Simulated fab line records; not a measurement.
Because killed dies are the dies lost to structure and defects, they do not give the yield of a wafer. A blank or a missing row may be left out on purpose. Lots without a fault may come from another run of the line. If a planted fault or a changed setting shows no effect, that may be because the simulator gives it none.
Which tool is to blame? | flow nand_harc | 72 wafers from 24 lots sampled at 4 of the route's 1302 steps

## WHAT THE GAUGES READ, wafer by wafer
NHARC_A_M0_OVL_MEAS_10: pitch 160 nm. Usual: overlay_x_nm -0.1 nm, standard deviation 0.71; overlay_y_nm -0.1 nm, standard deviation 0.76.
lot  | measured     | on         | overlay_x_nm (nm) | overlay_y_nm (nm) | flag
L074 | day 22 02:20 | overlay-02 | -1.4 -1.2 -1.4    | -0.5 -0.8 -0.7    |
L076 | day 23 14:08 | overlay-01 | 0.6 -0.2 0.1      | 0.1 1.1 0.3       |
L075 | day 23 16:04 | overlay-02 | -0.7 -0.3 -0.7    | 0.1 -0.1 -0.2     |
L077 | day 23 20:31 | overlay-02 | 0.5 0.4 0.8       | 1.0 0.5 0.5       |
L078 | day 24 03:35 | overlay-02 | -0.1 -0.4 -0.4    | -0.2 -0.9 -0.4    |
L079 | day 24 19:58 | overlay-02 | -1.5 -2.4 -1.9    | -1.2 -0.8 -1.0    |
L080 | day 25 17:50 | overlay-01 | -0.6 -0.8 -0.8    | -1.1 -1.2 -1.3    |
L081 | day 26 09:01 | overlay-01 | -0.6 0.2 0.0      | 0.6 0.8 0.9       |
L082 | day 26 11:00 | overlay-01 | -0.5 0.0 -0.5     | 0.2 0.2 0.2       |
L085 | day 27 12:08 | overlay-02 | 0.1 -0.3 0.1      | 0.1 -0.2 0.1      |
L084 | day 27 17:41 | overlay-01 | 0.3 -0.3 0.5      | -0.2 0.0 -0.1     |
L083 | day 27 22:08 | overlay-02 | 0.8 0.3 0.3       | 1.2 0.6 0.5       |
L087 | day 28 00:41 | overlay-02 | 0.2 -0.4 -0.3     | -0.6 -0.7 -1.0    |
L086 | day 28 06:50 | overlay-01 | -2.0 -1.4 -1.3    | 0.3 0.1 1.1       |
L088 | day 28 12:58 | overlay-01 | 0.3 0.1 -0.1      | 0.5 0.6 0.2       |
L090 | day 28 14:01 | overlay-02 | 0.8 0.6 0.0       | 0.2 0.6 0.7       |
L089 | day 28 20:40 | overlay-02 | 0.7 1.3 1.4       | -0.3 0.0 -0.5     |
L091 | day 29 21:58 | overlay-02 | -0.8 -1.1 -0.5    | 1.6 1.3 1.1       |
L092 | day 30 06:38 | overlay-01 | 0.1 -0.1 0.0      | -1.2 -0.2 -0.1    |
L093 | day 30 21:22 | overlay-01 | 0.8 0.5 -0.2      | -0.9 -0.8 -0.1    |
L094 | day 30 23:17 | overlay-02 | 0.6 0.7 0.4       | -1.2 -0.6 -1.0    |
L096 | day 31 05:56 | overlay-01 | -0.3 -0.2 0.0     | -0.4 -0.6 -0.7    |
L095 | day 31 09:53 | overlay-01 | 1.1 0.7 0.9       | -0.1 0.0 -0.5     |
L097 | day 33 02:44 | overlay-01 | -0.1 0.0 0.4      | 0.2 -0.1 -0.5     |

NHARC_A_M1_CD_MEAS_16. Usual: 120.0 nm for cd_nm, sd 0.74.
lot  | measured     | on        | cd_nm (nm)        | flag
L074 | day 22 06:40 | cd_sem-01 | 119.8 120.0 118.1 |
L076 | day 23 18:28 | cd_sem-02 | 120.5 119.3 118.9 |
L075 | day 23 20:26 | cd_sem-02 | 119.1 120.2 119.6 |
L077 | day 24 01:44 | cd_sem-03 | 118.8 120.0 120.3 |
L078 | day 24 07:59 | cd_sem-03 | 119.9 119.2 120.0 |
L079 | day 25 00:28 | cd_sem-02 | 120.3 119.2 120.9 |
L080 | day 25 22:52 | cd_sem-03 | 121.0 120.5 120.7 |
L081 | day 26 13:20 | cd_sem-02 | 119.8 120.8 118.3 |
L082 | day 26 15:28 | cd_sem-03 | 120.3 119.0 120.2 |
L085 | day 27 16:36 | cd_sem-03 | 120.1 121.2 120.8 |
L084 | day 27 22:18 | cd_sem-01 | 119.3 119.4 120.0 |
L083 | day 28 02:40 | cd_sem-03 | 120.2 120.3 121.0 |
L087 | day 28 05:11 | cd_sem-03 | 119.4 119.3 119.9 |
L086 | day 28 11:18 | cd_sem-01 | 121.1 119.7 120.4 |
L088 | day 28 17:21 | cd_sem-01 | 120.4 120.4 120.5 |
L090 | day 28 18:32 | cd_sem-02 | 120.1 120.5 119.9 |
L089 | day 29 01:07 | cd_sem-03 | 119.7 119.0 121.0 |
L091 | day 30 02:18 | cd_sem-03 | 120.0 121.5 119.4 |
L092 | day 30 11:07 | cd_sem-02 | 118.0 119.9 119.2 |
L093 | day 31 01:42 | cd_sem-02 | 120.8 121.2 121.0 |
L094 | day 31 03:41 | cd_sem-01 | 121.1 119.7 121.8 |
L096 | day 31 10:25 | cd_sem-03 | 120.3 119.3 120.4 |
L095 | day 31 14:21 | cd_sem-02 | 119.4 120.0 119.9 |
L097 | day 33 07:16 | cd_sem-02 | 120.0 118.9 119.7 |

## WHICH TOOL RAN EACH LOT (tool, then ch and the chambers of the sampled wafers, then the start)
lot  | NHARC_A_M0_ETCH_34                 | NHARC_A_M0_CMP_23
L074 | rie_diel-10 ch 0,1,3, day 22 02:31 | cmp-02 ch 0,1, day 22 04:26
L076 | rie_diel-01 ch 0,1,3, day 23 14:20 | cmp-04 ch 0,1,2, day 23 16:16
L075 | rie_diel-10 ch 2,3, day 23 16:14   | cmp-04 ch 1,2, day 23 18:14
L077 | rie_diel-01 ch 0,1,2, day 23 20:43 | cmp-01 ch 0,1,3, day 23 22:44
L078 | rie_diel-10 ch 0,2,3, day 24 03:47 | cmp-04 ch 0,1,3, day 24 05:45
L079 | rie_diel-01 ch 0,3, day 24 20:09   | cmp-02 ch 2,3, day 24 22:07
L080 | rie_diel-10 ch 0,1,2, day 25 18:01 | cmp-01 ch 0,1, day 25 19:56
L081 | rie_diel-03 ch 2,3, day 26 09:11   | cmp-04 ch 2,3, day 26 11:07
L082 | rie_diel-03 ch 0,1, day 26 11:11   | cmp-02 ch 0,1, day 26 13:07
L085 | rie_diel-01 ch 0,2,3, day 27 12:19 | cmp-02 ch 0,1,2, day 27 14:14
L084 | rie_diel-10 ch 0,1,2, day 27 18:01 | cmp-02 ch 0,1,3, day 27 19:56
L083 | rie_diel-03 ch 1,2,3, day 27 22:19 | cmp-04 ch 0,2,3, day 28 00:21
L087 | rie_diel-01 ch 2,3, day 28 00:55   | cmp-04 ch 0,2,3, day 28 02:57
L086 | rie_diel-01 ch 0,2,3, day 28 07:01 | cmp-01 ch 0,2, day 28 08:56
L088 | rie_diel-01 ch 0,1,3, day 28 13:10 | cmp-01 ch 2,3, day 28 15:05
L090 | rie_diel-03 ch 1,2, day 28 14:11   | cmp-02 ch 1,2, day 28 16:10
L089 | rie_diel-01 ch 1,3, day 28 20:52   | cmp-01 ch 1,2, day 28 22:46
L091 | rie_diel-10 ch 2,3, day 29 22:10   | cmp-01 ch 1,2, day 30 00:04
L092 | rie_diel-01 ch 0,2,3, day 30 06:49 | cmp-04 ch 1,2,3, day 30 08:44
L093 | rie_diel-10 ch 1,2,3, day 30 21:33 | cmp-01 ch 0,1,3, day 30 23:28
L094 | rie_diel-03 ch 1,2, day 30 23:28   | cmp-02 ch 0,3, day 31 01:29
L096 | rie_diel-01 ch 0,1, day 31 06:07   | cmp-02 ch 0,1,2, day 31 08:04
L095 | rie_diel-10 ch 1,2,3, day 31 10:04 | cmp-01 ch 0,2,3, day 31 12:01
L097 | rie_diel-10 ch 1,2,3, day 33 02:55 | cmp-02 ch 0,1,2, day 33 05:03
- NHARC_A_M0_ETCH_34: etches the open film in N2/H2, target depth 40 nm, overetch 12 nm, time 43.94 s.
- NHARC_A_M0_CMP_23: polishes, t overpolish 20 s, target thk 113.75 nm.

## WHAT THE TOOLS THEMSELVES READ (means of the sampled wafers that have a number; where no wafer has one, the mark that the record gives instead)
NHARC_A_M0_ETCH_34. Usual: drypump_motor_current_A 5.7 A, standard deviation 0.45; oes_product_au 0.999 a.u., standard deviation 0.011; rf_vpp_V 430.9 V, standard deviation 2.8; showerhead_plenum_p_Torr 2.06 Torr, standard deviation 0.096; throttle_valve_pct 14.170 %, standard deviation 0.0079.
lot  | tool        | drypump_motor_current_A (A) | oes_product_au (a.u.) | rf_vpp_V (V) | showerhead_plenum_p_Torr (Torr) | throttle_valve_pct (%) | flag
L074 | rie_diel-10 | 5.9                         | 0.993                 | 432.1        | 2.08                            | 14.174                 |
L076 | rie_diel-01 | 5.3                         | 1.009                 | 430.6        | 2.07                            | 14.173                 |
L075 | rie_diel-10 | 6.4                         | 1.003                 | 431.9        | 2.08                            | 14.170                 |
L077 | rie_diel-01 | 5.6                         | 1.013                 | 429.5        | 2.01                            | 14.171                 |
L078 | rie_diel-10 | 6.0                         | 0.998                 | 431.3        | 2.08                            | 14.159                 |
L079 | rie_diel-01 | 5.1                         | 1.006                 | 432.2        | 2.12                            | 14.171                 |
L080 | rie_diel-10 | 5.6                         | 0.996                 | 432.3        | 2.12                            | 14.163                 |
L081 | rie_diel-03 | 5.6                         | 0.998                 | 430.1        | 2.00                            | 14.180                 |
L082 | rie_diel-03 | 5.5                         | 1.008                 | 429.6        | 2.01                            | 14.171                 |
L085 | rie_diel-01 | 5.5                         | 1.007                 | 431.6        | 2.09                            | 14.170                 |
L084 | rie_diel-10 | 5.6                         | 0.982                 | 432.5        | 2.12                            | 14.174                 |
L083 | rie_diel-03 | 5.6                         | 0.995                 | 427.7        | 1.97                            | 14.170                 |
L087 | rie_diel-01 | 5.7                         | 1.001                 | 433.7        | 2.13                            | 14.172                 |
L086 | rie_diel-01 | 5.5                         | 1.010                 | 432.0        | 2.09                            | 14.168                 |
L088 | rie_diel-01 | 5.3                         | 0.998                 | 431.6        | 2.07                            | 14.168                 |
L090 | rie_diel-03 | 5.6                         | 1.004                 | 426.9        | 1.92                            | 14.173                 |
L089 | rie_diel-01 | 5.5                         | 1.000                 | 431.5        | 2.11                            | 14.179                 |
L091 | rie_diel-10 | 6.1                         | 1.000                 | 432.5        | 2.12                            | 14.172                 |
L092 | rie_diel-01 | 5.5                         | 1.009                 | 431.7        | 2.09                            | 14.171                 |
L093 | rie_diel-10 | 5.9                         | 1.000                 | 432.8        | 2.12                            | 14.172                 |
L094 | rie_diel-03 | 5.5                         | 0.998                 | 427.3        | 1.93                            | 14.167                 |
L096 | rie_diel-01 | 5.1                         | 1.004                 | 430.5        | 2.03                            | 14.168                 |
L095 | rie_diel-10 | 6.0                         | 0.998                 | 432.7        | 2.12                            | 14.172                 |
L097 | rie_diel-10 | 6.0                         | 0.997                 | 432.6        | 2.12                            | 14.171                 |

NHARC_A_M0_CMP_23. Usual: motor_current_A 12.2 A, standard deviation 0.85; slurry_flow_ml_min 150.1, standard deviation 0.41; time_to_endpoint_s 29.3 s, standard deviation 2.1.
lot  | tool   | motor_current_A (A) | slurry_flow_ml_min | time_to_endpoint_s (s) | flag
L074 | cmp-02 | 13.7                | 150.4              | 25.9                   |
L076 | cmp-04 | 11.3                | 150.0              | 28.9                   |
L075 | cmp-04 | 11.4                | 150.5              | 28.9                   |
L077 | cmp-01 | 12.4                | 149.9              | 31.8                   |
L078 | cmp-04 | 11.2                | 149.8              | 29.8                   |
L079 | cmp-02 | 11.9                | 149.8              | 30.2                   |
L080 | cmp-01 | 11.9                | 149.8              | 31.1                   |
L081 | cmp-04 | 11.4                | 150.0              | 28.5                   |
L082 | cmp-02 | 13.3                | 150.5              | 26.7                   |
L085 | cmp-02 | 12.5                | 150.1              | 28.5                   |
L084 | cmp-02 | 12.5                | 150.3              | 28.2                   |
L083 | cmp-04 | 11.3                | 149.7              | 28.6                   |
L087 | cmp-04 | 11.1                | 150.4              | 30.2                   |
L086 | cmp-01 | 12.2                | 150.4              | 29.8                   |
L088 | cmp-01 | 12.2                | 150.0              | 28.1                   |
L090 | cmp-02 | 12.9                | 149.9              | 26.1                   |
L089 | cmp-01 | 11.9                | 149.8              | 25.8                   |
L091 | cmp-01 | 12.0                | 149.9              | 30.0                   |
L092 | cmp-04 | 11.4                | 150.4              | 29.3                   |
L093 | cmp-01 | 12.6                | 149.8              | 30.0                   |
L094 | cmp-02 | 12.6                | 150.4              | 29.4                   |
L096 | cmp-02 | 12.9                | 149.5              | 30.0                   |
L095 | cmp-01 | 12.5                | 150.0              | 31.9                   |
L097 | cmp-02 | 12.8                | 149.9              | 31.5                   |

## THE ANSWER, worked out from the rows above alone
Rule: take the mean of a lot's wafers that have a number; if it is more than 3 standard deviations from the usual mean, the lot is off. A lot without any number at a reading at which 4 lots or more have one is off too. All remaining lots with rows at the step are treated as sound. The gauges are gone through in route order, then the tools' own readings, and for those a lot's mean is taken as printed above. The first step at which some lot is off is used, and at that step the reading that is off furthest; a lot without a number counts as furthest.
No lot is off at any reading shown: from this, nothing can be told.

## WHAT THE SIMULATOR HAD PUT IN
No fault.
